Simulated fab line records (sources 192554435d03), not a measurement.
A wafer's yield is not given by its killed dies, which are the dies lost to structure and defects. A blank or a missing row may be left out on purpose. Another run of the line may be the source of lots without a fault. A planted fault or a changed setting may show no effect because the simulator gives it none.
fab line records	flow n5Finfet	part 1 of 2: steps 1 to 4 of 6
record lots=24	wafers=72	lastDay=18
route steps=1938 shown FIN_SAQP@130 FIN_CUT@163
lots untouched by any fault: they come from a run of this same line in which no faults occurred
startH: the number of hours between the record's first day and the start of the first shown wafer of the lot	waitH: hours since the lot's step before	" same as the row above	L1.1+2: a single row standing in for several wafers	- value missing, or start not given	* or withheld: withheld	< > ~ a bound
route shown NAME@n: names a module that has steps shown in the file, with the first one's number in the route	usual: mean/standard deviation taken from wafers without a fault	same: alike in all rows	chamber/n: place in a boat	sites: per-site readings	_std_site: standard deviation of those values	_edge_site: inner sites' mean taken away from outer sites' mean	radiusMm: for every site, how far away it sits from the centre of the wafer	mask NAME#n: copy n	behind: the most recent tool/chamber to have shaped the wafer	hold: reason for holding the lot/hours on hold/outcome of the hold	device: which transistor (n, p or np) failed to switch	end of line: tests run on the same wafers once the route is complete	where a step has no rows: the recipe by itself	killed: not the wafer's yield, but the dies lost to structure and defects at the first sort	map: the dies of a wafer, with x for killed, . for not killed, _ for no die there
set.NAME: the run value of the setting; set.NAME@STEP: its run value at that earlier step	model.NAME: the simulator's own value behind a step, which no gauge read
the route's steps for a sample of lots (tables are steps, rows are wafers)
services: from which hour (startH, from the record's first day; less than 0 if before it) a tool's chamber was out of use, for how many hours, and why
## steps
# step N5_FIN_SAQP_ETCH_65
# recipe chemistry=CF4	target=SiO2	targetDepthA=40	ionEnergyEv=350	timeS=4.4	pressureMtorr=10	icpW=800	biasW=400	cf4FlowSccm=80
# usual drypumpMotorCurrentA=5.7/0.44	oesProductAu=1.000/0.019	throttleValvePct=21.84/0.22
lot.wafer	tool	chamber	startH	waitH	drypumpMotorCurrentA	oesProductAu	rfHoursCounterH	throttleValvePct
L074.2	rieSi-04	0	24.90	0.1	4.9	0.995	125	21.82
L074.3	"	3	"	"	5.9	0.999	100	22.13
L074.6	"	1	"	"	5.4	1.018	-	21.58
L075.3	rieSi-04	3	29.66	0.1	5.9	0.986	100	22.10
L075.4	"	2	"	"	5.6	0.976	124	21.93
L075.6	"	2	"	"	5.6	0.969	-	21.92
L076.2	rieSi-04	0	36.44	0.1	4.9	0.997	126	21.79
L076.4	"	3	"	"	5.9	0.996	100	22.10
L076.6	"	1	"	"	5.4	1.019	-	21.60
L077.2	rieSi-06	1	42.93	0.1	6.1	0.999	26	22.06
L077.4	"	0	"	"	6.3	0.984	131	21.97
L077.6	"	1	"	"	6.2	1.003	-	22.08
L078.3	rieSi-03	3	49.36	0.1	6.3	1.014	25	21.70
L078.4	"	2	"	"	6.2	1.031	-	21.61
L078.5	"	3	"	"	6.3	1.022	-	21.73
L079.1	rieSi-06	1	54.20	0.1	6.2	0.993	27	22.07
L079.3	"	3	"	"	6.2	1.024	63	21.48
L079.5	"	2	"	"	5.8	1.005	-	21.74
L080.3	rieSi-06	3	61.38	0.1	6.2	1.017	63	21.47
L080.4	"	0	"	"	6.3	0.986	132	21.97
L080.5	"	1	"	"	6.2	0.992	-	22.08
L081.2	rieSi-04	2	67.11	0.1	5.6	0.970	124	21.92
L081.5	"	3	"	"	5.9	0.998	-	22.12
L081.6	"	2	"	"	5.6	0.965	-	21.90
L082.2	rieSi-04	3	72.50	0.1	5.9	0.992	101	22.11
L082.3	"	0	"	"	4.9	0.988	126	21.79
L082.6	"	0	"	"	4.9	0.996	-	21.82
L083.1	rieSi-04	0	78.46	0.1	4.9	0.993	126	21.80
L083.3	"	3	"	"	5.9	0.987	101	22.13
L083.6	"	2	"	"	5.6	0.966	-	21.91
L084.4	rieSi-06	3	84.31	0.1	6.2	1.025	63	21.48
L084.5	"	2	"	"	5.8	1.023	-	21.75
L084.6	"	3	"	"	6.2	1.017	-	21.48
L085.4	rieSi-03	1	91.44	0.1	5.6	1.007	70	22.07
L085.5	"	1	"	"	5.5	0.998	-	22.08
L085.6	"	2	"	"	6.2	1.024	-	21.58
L086.3	rieSi-06	3	96.78	0.1	6.2	1.017	64	21.48
L086.4	"	1	"	"	6.2	1.006	27	22.08
L086.5	"	2	"	"	5.8	0.999	-	21.74
L087.3	rieSi-04	0	102.83	0.1	4.9	0.998	127	21.81
L087.5	"	1	"	"	5.4	1.015	-	21.61
L087.6	"	2	"	"	5.6	0.971	-	21.90
L088.2	rieSi-03	1	108.67	0.1	5.5	1.004	71	22.08
L088.3	"	2	"	"	6.1	1.037	2	21.61
L088.6	"	3	"	"	6.3	1.016	-	21.71
L089.1	rieSi-04	2	115.61	0.1	5.6	0.969	125	21.91
L089.4	"	0	"	"	4.9	0.992	127	21.80
L089.6	"	3	"	"	5.9	0.997	-	22.12
L090.1	rieSi-04	3	121.32	0.1	5.9	0.997	102	22.12
L090.3	"	2	"	"	5.6	0.977	125	21.92
L090.4	"	0	"	"	4.9	1.013	127	21.81
L091.2	rieSi-04	2	126.04	0.1	5.6	0.969	125	21.91
L091.3	"	3	"	"	5.9	0.998	102	22.12
L091.6	"	2	"	"	5.7	0.968	-	21.91
L092.3	rieSi-04	3	132.53	0.1	5.9	1.000	102	22.11
L092.5	"	2	"	"	5.6	0.965	-	21.90
L092.6	"	3	"	"	5.9	0.995	-	22.12
L093.1	rieSi-06	3	138.20	0.1	6.2	1.016	64	21.45
L093.3	"	0	"	"	6.3	0.994	133	21.97
L093.5	"	3	"	"	6.2	1.019	-	21.49
L094.1	rieSi-06	2	144.53	0.1	5.8	1.002	185	21.75
L094.2	"	0	"	"	6.3	0.981	133	21.97
L094.4	"	3	"	"	6.2	1.014	65	21.47
L095.2	rieSi-04	2	151.25	0.1	5.6	0.956	126	21.91
L095.4	"	1	"	"	5.4	1.013	0	21.43
L095.6	"	0	"	"	4.9	0.983	-	21.81
L096.2	rieSi-06	0	158.59	0.1	6.2	0.982	133	21.98
L096.3	"	3	"	"	6.1	1.012	65	21.47
L096.5	"	1	"	"	6.2	0.996	-	22.07
L097.4	rieSi-04	0	162.23	0.1	4.9	0.991	-	21.80
L097.5	"	3	"	"	5.9	1.002	-	22.13
L097.6	"	1	"	"	5.4	1.013	-	21.41
# step N5_FIN_SAQP_ETCH_69
# recipe chemistry=N2/H2	target=SOC	targetDepthA=1500	stopOn=SiNx	ionEnergyEv=100	biasW=61	pressureMtorr=30	sourceW=850	n2FlowSccm=200	h2FlowSccm=200
# usual drypumpMotorCurrentA=5.7/0.48	oesProductAu=0.75/0.069	rfVppV=240.9/1.3	showerheadPlenumPTorr=2.56/0.083	throttleValvePct=17.98/0.17
lot.wafer	tool	chamber	startH	waitH	drypumpMotorCurrentA	oesProductAu	rfHoursCounterH	rfVppV	showerheadPlenumPTorr	throttleValvePct
L074.2	rieDiel-05	0	25.64	-	5.6	0.72	168	239.5	2.53	17.95
L074.3	"	3	"	"	5.9	0.76	124	239.5	2.45	17.77
L074.6	"	0	"	"	5.7	0.73	-	240.2	2.53	17.94
L075.3	rieDiel-05	1	30.22	-	5.3	0.93	14	240.9	2.49	17.68
L075.4	"	0	"	"	5.6	0.72	-	239.9	2.53	17.94
L075.6	"	1	"	"	5.3	0.93	-	239.9	2.49	17.67
L076.2	rieDiel-01	1	37.26	-	5.2	0.81	88	239.7	2.47	18.23
L076.4	"	2	"	"	5.1	0.76	130	241.4	2.56	17.89
L076.6	"	2	"	"	5.1	0.77	-	240.7	2.56	17.88
L077.2	rieDiel-01	2	43.50	-	5.1	0.76	132	240.2	2.56	17.89
L077.4	"	3	"	"	5.7	0.79	127	242.1	2.67	17.89
L077.6	"	1	"	"	5.2	0.81	-	241.6	2.47	18.25
L078.3	rieDiel-01	1	50.29	-	5.2	0.80	93	241.7	2.47	18.25
L078.4	"	0	"	"	6.3	0.75	152	241.5	2.53	17.92
L078.5	"	1	"	"	5.2	0.81	-	238.3	2.47	18.23
L079.1	rieDiel-02	1	55.12	-	5.8	0.88	32	242.7	2.71	17.97
L079.3	"	0	"	"	5.9	0.68	212	240.7	2.52	18.06
L079.5	"	3	"	"	5.4	0.70	-	241.0	2.62	18.00
L080.3	rieDiel-05	2	61.94	-	5.1	0.75	140	240.3	2.44	17.49
L080.4	"	1	"	"	5.2	0.90	26	239.3	2.49	17.68
L080.5	"	3	"	"	5.9	0.73	-	239.5	2.45	17.81
L081.2	rieDiel-01	0	67.67	-	6.3	0.75	157	240.8	2.53	17.95
L081.5	"	0	"	"	6.3	0.75	-	240.5	2.53	17.96
L081.6	"	3	"	"	5.7	0.78	-	242.2	2.67	17.92
L082.2	rieDiel-02	1	73.06	-	5.7	0.87	39	243.0	2.70	17.98
L082.3	"	2	"	"	6.8	0.70	209	242.6	2.63	18.12
L082.6	"	2	"	"	6.7	0.70	-	242.0	2.63	18.11
L083.1	rieDiel-02	3	79.02	-	5.4	0.70	217	241.1	2.62	18.01
L083.3	"	2	"	"	6.7	0.69	213	242.1	2.62	18.12
L083.6	"	3	"	"	5.4	0.70	-	242.5	2.62	18.01
L084.4	rieDiel-02	0	84.87	-	5.9	0.68	225	240.3	2.51	18.08
L084.5	"	3	"	"	5.4	0.70	-	241.1	2.62	18.02
L084.6	"	2	"	"	6.7	0.70	-	242.3	2.62	18.11
L085.4	rieDiel-02	2	92.06	-	6.8	0.69	217	241.8	2.62	18.12
L085.5	"	2	"	"	6.7	0.70	-	241.5	2.62	18.14
L085.6	"	3	"	"	5.4	0.69	-	242.0	2.62	18.03
L086.3	rieDiel-01	1	97.48	-	5.2	0.79	109	240.0	2.46	18.27
L086.4	"	3	"	"	5.8	0.77	-	242.6	2.66	17.94
L086.5	"	0	"	"	6.3	0.74	-	240.4	2.52	17.96
L087.3	rieDiel-01	1	103.57	-	5.2	0.79	111	240.7	2.46	18.29
L087.5	"	1	"	"	5.2	0.79	-	240.0	2.46	18.28
L087.6	"	3	"	"	5.7	0.78	-	243.1	2.66	17.92
L088.2	rieDiel-02	3	109.23	-	5.4	0.69	228	240.5	2.62	18.03
L088.3	"	1	"	"	5.8	0.86	53	242.4	2.70	18.02
L088.6	"	1	"	"	5.8	0.86	-	242.3	2.70	18.02
L089.1	rieDiel-05	2	116.38	-	5.1	0.73	160	239.4	2.43	17.52
L089.4	"	3	"	"	5.9	0.72	160	237.8	2.44	17.84
L089.6	"	3	"	"	5.9	0.72	-	238.8	2.44	17.83
L090.1	rieDiel-05	0	122.25	-	5.7	0.70	206	241.1	2.52	18.01
L090.3	"	1	"	"	5.2	0.87	47	241.0	2.48	17.72
L090.4	"	3	"	"	5.9	0.72	162	240.6	2.44	17.82
L091.2	rieDiel-02	3	127.30	-	5.4	0.69	234	241.8	2.61	18.04
L091.3	"	0	"	"	5.9	0.66	241	240.0	2.51	18.11
L091.6	"	3	"	"	5.4	0.69	-	241.0	2.62	18.05
L092.3	rieDiel-02	2	133.09	-	6.8	0.69	227	240.9	2.62	18.13
L092.5	"	1	"	"	5.8	0.85	-	242.5	2.69	18.03
L092.6	"	0	"	"	5.9	0.67	-	239.5	2.51	18.10
L093.1	rieDiel-05	0	138.84	-	5.6	0.69	211	239.4	2.52	18.02
L093.3	"	2	"	"	5.1	0.73	167	240.2	2.43	17.54
L093.5	"	3	"	"	5.9	0.72	-	238.9	2.44	17.84
L094.1	rieDiel-02	1	145.09	-	5.8	0.84	64	243.0	2.69	18.01
L094.2	"	0	"	"	5.9	0.66	246	240.4	2.51	18.10
L094.4	"	2	"	"	6.7	0.69	232	241.2	2.62	18.15
L095.2	rieDiel-02	2	151.82	-	6.7	0.68	234	242.9	2.62	18.14
L095.4	"	3	"	"	5.4	0.68	242	242.1	2.61	18.06
L095.6	"	0	"	"	5.9	0.66	-	239.7	2.50	18.13
L096.2	rieDiel-02	0	159.15	-	5.9	0.66	252	240.1	2.50	18.11
L096.3	"	1	"	"	5.8	0.83	70	244.2	2.69	18.04
L096.5	"	0	"	"	5.9	0.66	-	239.3	2.50	18.14
L097.4	rieDiel-01	3	162.78	-	5.8	0.75	167	242.7	2.65	17.99
L097.5	"	0	"	"	6.3	0.72	-	241.0	2.51	18.01
L097.6	"	3	"	"	5.7	0.75	-	242.5	2.65	17.97
# step N5_FIN_SAQP_ETCH_34
# recipe chemistry=C4F6/O2	target=SiO2	targetDepthA=450	timeS=15	ionEnergyEv=250	pressureMtorr=30	sourceW=345	biasW=185	Ar_flow_sccm=300	C4F6_flow_sccm=10	O2_flow_sccm=10	ends=cleared
# usual C4F6_flow_sccm=9.998/0.029	drypumpMotorCurrentA=5.7/0.51	etchRfOnTimeS=14.99/0.17	oesProductAu=0.65/0.055	rfVppV=669/5.4	showerheadPlenumPTorr=2.85/0.089	throttleValvePct=21.20/0.18
lot.wafer	tool	chamber	startH	waitH	C4F6_flow_sccm	drypumpMotorCurrentA	etchRfOnTimeS	oesProductAu	rfHoursCounterH	rfVppV	showerheadPlenumPTorr	throttleValvePct
L074.2	rieDiel-02	1	26.58	0.0	10.037	5.8	14.81	0.78	22	672	3.01	21.17
L074.3	"	3	"	"	10.045	5.4	15.02	0.61	203	668	2.93	21.23
L074.6	"	2	"	"	10.021	6.8	15.12	0.61	-	658	2.94	21.33
L075.3	rieDiel-05	1	31.40	0.0	10.034	5.3	14.88	0.81	14	671	2.78	20.87
L075.4	"	0	"	"	10.021	5.6	15.11	0.62	-	676	2.84	21.16
L075.6	"	1	"	"	9.982	5.2	14.86	0.81	-	671	2.78	20.87
L076.2	rieDiel-02	3	39.42	0.0	9.989	5.4	14.83	0.61	208	668	2.93	21.24
L076.4	"	1	"	"	9.989	5.8	14.78	0.77	27	672	3.01	21.20
L076.6	"	3	"	"	9.966	5.4	14.89	0.61	-	668	2.93	21.23
L077.2	rieDiel-01	1	44.56	0.0	10.043	5.2	14.90	0.70	91	671	2.76	21.35
L077.4	"	3	"	"	10.005	5.7	14.88	0.68	127	680	2.98	21.19
L077.6	"	2	"	"	10.014	5.2	14.97	0.66	-	668	2.86	21.06
L078.3	rieDiel-01	3	52.11	0.0	9.981	5.8	14.99	0.67	129	678	2.98	21.19
L078.4	"	1	"	"	10.080	5.2	14.79	0.70	94	671	2.76	21.38
L078.5	"	0	"	"	9.998	6.3	15.15	0.64	-	665	2.85	21.27
L079.1	rieDiel-05	0	56.98	0.0	9.978	5.7	15.11	0.61	181	674	2.84	21.21
L079.3	"	3	"	"	9.975	5.9	14.70	0.65	137	667	2.75	21.06
L079.5	"	1	"	"	9.995	5.2	14.95	0.78	-	670	2.77	20.87
L080.3	rieDiel-01	2	62.89	0.0	10.030	5.2	15.17	0.66	138	670	2.85	21.07
L080.4	"	1	"	"	9.962	5.2	14.82	0.70	97	670	2.76	21.37
L080.5	"	0	"	"	9.951	6.3	15.02	0.65	-	665	2.85	21.31
L081.2	rieDiel-05	1	68.72	0.0	10.037	5.2	14.98	0.77	29	672	2.77	20.88
L081.5	"	1	"	"	10.016	5.2	15.08	0.77	-	671	2.77	20.90
L081.6	"	0	"	"	9.947	5.6	15.29	0.61	-	672	2.83	21.22
L082.2	rieDiel-02	0	74.14	0.0	9.956	5.9	15.15	0.58	221	674	2.81	21.35
L082.3	"	1	"	"	9.974	5.8	14.85	0.75	40	671	3.01	21.22
L082.6	"	2	"	"	9.992	6.8	15.04	0.61	-	659	2.94	21.36
L083.1	rieDiel-01	2	80.45	0.0	9.998	5.1	15.13	0.65	145	667	2.85	21.08
L083.3	"	3	"	"	9.975	5.8	14.83	0.68	138	678	2.97	21.21
L083.6	"	0	"	"	9.960	6.3	15.01	0.64	-	666	2.84	21.30
L084.4	rieDiel-02	2	85.83	0.0	10.012	6.7	14.76	0.60	215	659	2.93	21.38
L084.5	"	1	"	"	10.013	5.8	14.60	0.76	-	672	3.00	21.23
L084.6	"	2	"	"	10.007	6.7	14.89	0.60	-	659	2.93	21.38
L085.4	rieDiel-05	1	93.01	0.0	9.963	5.2	15.10	0.75	37	672	2.77	20.89
L085.5	"	3	"	"	10.009	5.9	14.98	0.63	-	667	2.74	21.05
L085.6	"	2	"	"	10.018	5.1	15.09	0.64	-	662	2.72	20.70
L086.3	rieDiel-01	1	98.47	0.0	9.976	5.2	14.70	0.69	109	669	2.75	21.41
L086.4	"	1	"	"	9.979	5.2	14.66	0.68	-	671	2.75	21.40
L086.5	"	0	"	"	10.021	6.3	14.82	0.64	-	664	2.84	21.33
L087.3	rieDiel-02	3	105.21	0.0	10.011	5.4	14.94	0.60	226	669	2.92	21.27
L087.5	"	1	"	"	9.973	5.8	14.68	0.75	-	673	3.00	21.23
L087.6	"	2	"	"	10.029	6.7	15.07	0.60	-	658	2.93	21.39
L088.2	rieDiel-01	2	110.17	0.0	10.004	5.1	15.16	0.64	152	669	2.85	21.07
L088.3	"	0	"	"	10.005	6.3	15.14	0.62	172	666	2.84	21.33
L088.6	"	1	"	"	10.033	5.2	14.84	0.68	-	670	2.75	21.39
L089.1	rieDiel-01	0	117.33	0.0	9.990	6.3	15.11	0.63	174	665	2.84	21.33
L089.4	"	3	"	"	9.974	5.8	14.89	0.66	151	679	2.96	21.21
L089.6	"	2	"	"	10.009	5.1	15.03	0.64	-	668	2.85	21.09
L090.1	rieDiel-05	2	123.75	0.0	10.042	5.1	15.05	0.63	162	662	2.72	20.73
L090.3	"	0	"	"	9.960	5.6	15.25	0.60	206	671	2.82	21.24
L090.4	"	1	"	"	10.028	5.2	14.97	0.75	48	671	2.76	20.91
L091.2	rieDiel-02	3	128.37	0.0	9.992	5.4	15.17	0.59	234	668	2.92	21.28
L091.3	"	1	"	"	9.966	5.8	14.82	0.73	59	671	3.00	21.23
L091.6	"	2	"	"	10.005	6.8	15.07	0.59	-	659	2.93	21.39
L092.3	rieDiel-01	0	134.04	0.0	10.056	6.3	15.17	0.63	179	665	2.84	21.32
L092.5	"	1	"	"	9.980	5.2	14.98	0.67	-	669	2.75	21.40
L092.6	"	0	"	"	10.022	6.3	15.19	0.62	-	664	2.84	21.34
L093.1	rieDiel-01	3	139.79	0.0	9.979	5.7	14.96	0.66	159	678	2.96	21.24
L093.3	"	2	"	"	10.013	5.1	15.22	0.63	162	668	2.84	21.10
L093.5	"	3	"	"	10.005	5.7	15.17	0.65	-	679	2.96	21.23
L094.1	rieDiel-02	3	146.05	0.0	9.949	5.4	15.03	0.58	240	668	2.92	21.29
L094.2	"	0	"	"	9.998	5.9	15.03	0.57	247	675	2.80	21.38
L094.4	"	1	"	"	9.970	5.8	14.76	0.72	65	670	2.99	21.24
L095.2	rieDiel-05	0	155.08	0.0	10.048	5.6	15.21	0.59	217	672	2.82	21.25
L095.4	"	2	"	"	10.028	5.1	15.21	0.62	172	662	2.72	20.72
L095.6	"	1	"	"	9.956	5.2	14.94	0.74	-	671	2.76	20.95
L096.2	rieDiel-01	1	160.24	0.0	10.007	5.2	14.82	0.67	132	671	2.74	21.44
L096.3	"	3	"	"	9.930	5.7	14.99	0.65	166	678	2.96	21.25
L096.5	"	2	"	"	10.023	5.1	15.20	0.63	-	666	2.84	21.10
L097.4	rieDiel-05	1	163.72	0.0	9.965	5.2	15.29	0.72	61	670	2.76	20.92
L097.5	"	2	"	"	9.955	5.1	15.32	0.62	-	662	2.71	20.73
L097.6	"	3	"	"	10.023	5.9	14.98	0.62	-	667	2.73	21.11
# step N5_FIN_SAQP_OCD_MEAS_76
# usual trenchDepthNm=119.8/1
lot.wafer	tool	chamber	startH	waitH	trenchDepthNm
L074.2	ocd-02	-	27.02	0.0	118.3
L074.3	"	-	"	"	119.2
L074.6	"	-	"	"	118.4
L075.3	ocd-02	-	31.84	0.0	118.7
L075.4	"	-	"	"	119.2
L075.6	"	-	"	"	118.7
L076.2	ocd-01	-	39.85	0.0	119.5
L076.4	"	-	"	"	119.7
L076.6	"	-	"	"	119.3
L077.2	ocd-01	-	45.00	0.0	119.7
L077.4	"	-	"	"	118.5
L077.6	"	-	"	"	120.1
L078.3	ocd-01	-	52.55	0.0	119.5
L078.4	"	-	"	"	119.6
L078.5	"	-	"	"	120.4
L079.1	ocd-02	-	57.42	0.0	120.1
L079.3	"	-	"	"	119.1
L079.5	"	-	"	"	119.6
L080.3	ocd-01	-	63.33	0.0	121.6
L080.4	"	-	"	"	120.5
L080.5	"	-	"	"	121.2
L081.2	ocd-01	-	69.16	0.0	121.2
L081.5	"	-	"	"	121.4
L081.6	"	-	"	"	121.8
L082.2	ocd-02	-	74.58	0.0	120.9
L082.3	"	-	"	"	121.3
L082.6	"	-	"	"	121.9
L083.1	ocd-01	-	80.88	0.0	119.4
L083.3	"	-	"	"	119.6
L083.6	"	-	"	"	119.4
L084.4	ocd-02	-	86.26	0.0	120.9
L084.5	"	-	"	"	122.6
L084.6	"	-	"	"	121.4
L085.4	ocd-02	-	93.44	0.0	119.2
L085.5	"	-	"	"	118.8
L085.6	"	-	"	"	118.6
L086.3	ocd-02	-	98.91	0.0	120.7
L086.4	"	-	"	"	119.5
L086.5	"	-	"	"	119.7
L087.3	ocd-02	-	105.66	0.0	120.3
L087.5	"	-	"	"	119.6
L087.6	"	-	"	"	119.5
L088.2	ocd-01	-	110.62	0.0	119.8
L088.3	"	-	"	"	118.7
L088.6	"	-	"	"	118.1
L089.1	ocd-02	-	117.76	0.0	120.1
L089.4	"	-	"	"	120.1
L089.6	"	-	"	"	118.3
L090.1	ocd-02	-	124.19	0.0	120.9
L090.3	"	-	"	"	120.1
L090.4	"	-	"	"	119.4
L091.2	ocd-02	-	128.81	0.0	119.6
L091.3	"	-	"	"	119.9
L091.6	"	-	"	"	121.1
L092.3	ocd-02	-	134.48	0.0	118.0
L092.5	"	-	"	"	120.1
L092.6	"	-	"	"	119.2
L093.1	ocd-01	-	140.23	0.0	120.2
L093.3	"	-	"	"	119.8
L093.5	"	-	"	"	119.1
L094.1	ocd-02	-	146.48	0.0	121.0
L094.2	"	-	"	"	121.4
L094.4	"	-	"	"	120.5
L095.2	ocd-01	-	155.51	0.0	120.1
L095.4	"	-	"	"	118.9
L095.6	"	-	"	"	120.7
L096.2	ocd-01	-	160.68	0.0	119.2
L096.3	"	-	"	"	122.4
L096.5	"	-	"	"	118.9
L097.4	ocd-02	-	164.16	0.0	119.3
L097.5	"	-	"	"	120.2
L097.6	"	-	"	"	119.2
